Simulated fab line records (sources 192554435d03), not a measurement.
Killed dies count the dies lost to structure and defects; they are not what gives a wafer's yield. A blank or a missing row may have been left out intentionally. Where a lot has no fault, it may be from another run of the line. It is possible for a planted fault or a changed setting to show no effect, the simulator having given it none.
Chamber matching :: flow n5-finfet :: rie-diel-06 running N5_BEOL_M11_ETCH_66: 4 sister chambers
The step etches SOC in N2/H2, target depth 120 nm, overetch 24 nm, time 180 s. 24 wafers are shown with their chamber, then 12 later ones without.

## WAFERS PAIRED WITH THEIR CHAMBERS
wafer: L075.1
chamber: 1
showerhead-plenum-p-Torr (Torr): 2.49
throttle-valve-pct (%): 17.57
rf-vpp-V (V): 522.0

wafer: L075.3
chamber: 0
showerhead-plenum-p-Torr (Torr): 2.41
throttle-valve-pct (%): 17.91
rf-vpp-V (V): 521.0

wafer: L075.6
chamber: 3
showerhead-plenum-p-Torr (Torr): 2.63
throttle-valve-pct (%): 17.77
rf-vpp-V (V): 527.7

wafer: L074.2
chamber: 1
showerhead-plenum-p-Torr (Torr): 2.49
throttle-valve-pct (%): 17.54
rf-vpp-V (V): 521.2

wafer: L074.4
chamber: 3
showerhead-plenum-p-Torr (Torr): 2.63
throttle-valve-pct (%): 17.76
rf-vpp-V (V): 526.6

wafer: L074.5
chamber: 3
showerhead-plenum-p-Torr (Torr): 2.63
throttle-valve-pct (%): 17.75
rf-vpp-V (V): 525.5

wafer: L077.2
chamber: 1
showerhead-plenum-p-Torr (Torr): 2.49
throttle-valve-pct (%): 17.58
rf-vpp-V (V): 521.5

wafer: L077.3
chamber: 2
showerhead-plenum-p-Torr (Torr): 2.65
throttle-valve-pct (%): 17.51
rf-vpp-V (V): 526.9

wafer: L077.6
chamber: 0
showerhead-plenum-p-Torr (Torr): 2.41
throttle-valve-pct (%): 17.91
rf-vpp-V (V): 519.6

wafer: L078.2
chamber: 0
showerhead-plenum-p-Torr (Torr): 2.41
throttle-valve-pct (%): 17.92
rf-vpp-V (V): 521.2

wafer: L078.3
chamber: 2
showerhead-plenum-p-Torr (Torr): 2.65
throttle-valve-pct (%): 17.49
rf-vpp-V (V): 527.5

wafer: L078.5
chamber: 3
showerhead-plenum-p-Torr (Torr): 2.63
throttle-valve-pct (%): 17.76
rf-vpp-V (V): 526.2

wafer: L081.2
chamber: 1
showerhead-plenum-p-Torr (Torr): 2.49
throttle-valve-pct (%): 17.57
rf-vpp-V (V): 523.2

wafer: L081.3
chamber: 0
showerhead-plenum-p-Torr (Torr): 2.40
throttle-valve-pct (%): 17.93
rf-vpp-V (V): 521.0

wafer: L081.4
chamber: 2
showerhead-plenum-p-Torr (Torr): 2.65
throttle-valve-pct (%): 17.52
rf-vpp-V (V): 527.3

wafer: L083.1
chamber: 2
showerhead-plenum-p-Torr (Torr): 2.65
throttle-valve-pct (%): 17.52
rf-vpp-V (V): 526.8

wafer: L083.3
chamber: 3
showerhead-plenum-p-Torr (Torr): 2.63
throttle-valve-pct (%): 17.78
rf-vpp-V (V): 527.1

wafer: L083.6
chamber: 3
showerhead-plenum-p-Torr (Torr): 2.63
throttle-valve-pct (%): 17.77
rf-vpp-V (V): 525.4

wafer: L087.2
chamber: 3
showerhead-plenum-p-Torr (Torr): 2.63
throttle-valve-pct (%): 17.80
rf-vpp-V (V): 525.5

wafer: L087.5
chamber: 2
showerhead-plenum-p-Torr (Torr): 2.65
throttle-valve-pct (%): 17.54
rf-vpp-V (V): 527.1

wafer: L087.6
chamber: 3
showerhead-plenum-p-Torr (Torr): 2.63
throttle-valve-pct (%): 17.79
rf-vpp-V (V): 527.4

wafer: L090.3
chamber: 2
showerhead-plenum-p-Torr (Torr): 2.64
throttle-valve-pct (%): 17.54
rf-vpp-V (V): 527.5

wafer: L090.4
chamber: 0
showerhead-plenum-p-Torr (Torr): 2.40
throttle-valve-pct (%): 17.95
rf-vpp-V (V): 520.6

wafer: L090.6
chamber: 1
showerhead-plenum-p-Torr (Torr): 2.48
throttle-valve-pct (%): 17.60
rf-vpp-V (V): 521.8

SIGNATURES (means of the wafers above)
reading: showerhead-plenum-p-Torr
chamber 0: 2.4060
chamber 1: 2.4880
chamber 2: 2.6483
chamber 3: 2.6300
scatter within a chamber: 0.00376

reading: throttle-valve-pct
chamber 0: 17.9240
chamber 1: 17.5720
chamber 2: 17.5200
chamber 3: 17.7725
scatter within a chamber: 0.0184

reading: rf-vpp-V
chamber 0: 520.680
chamber 1: 521.940
chamber 2: 527.183
chamber 3: 526.425
scatter within a chamber: 0.718
Rule: a wafer lies at a distance from a chamber equal to the root of the sum of squares, over the readings, of (its reading less the chamber's mean, divided by the reading's scatter). The wafer belongs to the nearest chamber; if the next one is less than 2 further off, it can't be placed. The scatter: the root of (the sum of the squares of (reading less its chamber's mean) over the shown wafers, divided by (wafers less chambers)).

## WAFERS MISSING THEIR CHAMBER
wafer: L093.1
showerhead-plenum-p-Torr (Torr): 2.48
throttle-valve-pct (%): 17.62
rf-vpp-V (V): 522.3

wafer: L093.3
showerhead-plenum-p-Torr (Torr): 2.40
throttle-valve-pct (%): 17.95
rf-vpp-V (V): 520.4

wafer: L093.4
showerhead-plenum-p-Torr (Torr): 2.64
throttle-valve-pct (%): 17.55
rf-vpp-V (V): 525.6

wafer: L095.2
showerhead-plenum-p-Torr (Torr): 2.62
throttle-valve-pct (%): 17.81
rf-vpp-V (V): 526.5

wafer: L095.3
showerhead-plenum-p-Torr (Torr): 2.64
throttle-valve-pct (%): 17.55
rf-vpp-V (V): 526.9

wafer: L095.5
showerhead-plenum-p-Torr (Torr): 2.48
throttle-valve-pct (%): 17.63
rf-vpp-V (V): 521.7

wafer: L094.1
showerhead-plenum-p-Torr (Torr): 2.62
throttle-valve-pct (%): 17.81
rf-vpp-V (V): 526.4

wafer: L094.5
showerhead-plenum-p-Torr (Torr): 2.62
throttle-valve-pct (%): 17.80
rf-vpp-V (V): 527.3

wafer: L094.6
showerhead-plenum-p-Torr (Torr): 2.40
throttle-valve-pct (%): 17.96
rf-vpp-V (V): 519.4

wafer: L096.1
showerhead-plenum-p-Torr (Torr): 2.39
throttle-valve-pct (%): 17.96
rf-vpp-V (V): 520.6

wafer: L096.2
showerhead-plenum-p-Torr (Torr): 2.62
throttle-valve-pct (%): 17.82
rf-vpp-V (V): 526.8

wafer: L096.5
showerhead-plenum-p-Torr (Torr): 2.64
throttle-valve-pct (%): 17.55
rf-vpp-V (V): 526.9

## EACH ONE'S CHAMBER
wafer: L093.1
from the rows above: 1
in truth: 1

wafer: L093.3
from the rows above: 0
in truth: 0

wafer: L093.4
from the rows above: 2
in truth: 2

wafer: L095.2
from the rows above: 3
in truth: 3

wafer: L095.3
from the rows above: 2
in truth: 2

wafer: L095.5
from the rows above: 1
in truth: 1

wafer: L094.1
from the rows above: 3
in truth: 3

wafer: L094.5
from the rows above: 3
in truth: 3

wafer: L094.6
from the rows above: 0
in truth: 0

wafer: L096.1
from the rows above: 0
in truth: 0

wafer: L096.2
from the rows above: 3
in truth: 3

wafer: L096.5
from the rows above: 2
in truth: 2
12 of 12 placed correctly. Not placeable from these rows: 0. Placed wrongly: 0.
